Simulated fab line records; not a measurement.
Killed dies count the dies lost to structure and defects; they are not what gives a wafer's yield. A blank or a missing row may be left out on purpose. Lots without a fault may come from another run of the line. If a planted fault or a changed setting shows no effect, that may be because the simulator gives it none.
Which tool did it?    flow nandHarc    18 wafers from 6 lots sampled at 2 of the route's 1159 steps

## WHAT THE GAUGES READ, wafer by wafer
NHARC_P_GATE_OVL_MEAS_27.
lot   measured      on          overlayXNm (nm)
L380  day 5 11:19   overlay-02  0.3 0.2 0.7
L384  day 6 01:16   overlay-02  0.5 0.0 1.2
L387  day 6 11:45   overlay-02  0.4 0.4 -0.1
L392  day 8 00:54   overlay-02  1.0 0.4 0.7
L402  day 10 09:25  overlay-01  0.3 0.4 0.3

## WHAT TOOL EACH LOT RAN ON (gives the tool, then ch and the chambers of the sampled wafers, and finally the start)
lot   NHARC_P_STI_ETCH_42
L380  rieDiel-03 ch 0,3, day 3 02:04
L384  rieDiel-03 ch 0,2,3, day 3 19:13
L387  rieDiel-13 ch 0,2, day 4 08:01
L390  rieDiel-02 ch 1,2, day 5 05:47
L392  rieDiel-02 ch 0,1,2, day 5 17:18
L402  rieDiel-02 ch 1,2, day 8 01:32
- NHARC_P_STI_ETCH_42: etches the open film in N2/H2, target depth 80 nm, overetch 24 nm, time 61 s.

## THE ANSWER, worked out from the rows above alone
Rule: the lots themselves supply what counts as usual. The widest of any qualifying gaps counts: lots, ordered by their means at a reading, are off when they make up no more than a third of the lots, leave a main group of 4 or more, and stand apart from it by 3 or more times the standard deviation of that group's means. The tables above print the reading to a certain number of digits; a main group whose means all agree to those digits is not used. A lot without any number at a reading at which 4 lots or more have one is off too. The other lots that the step has rows for count as sound.
Across all readings shown, no lot is off: no conclusion can be drawn from this.

## WHAT THE SIMULATOR PUT IN
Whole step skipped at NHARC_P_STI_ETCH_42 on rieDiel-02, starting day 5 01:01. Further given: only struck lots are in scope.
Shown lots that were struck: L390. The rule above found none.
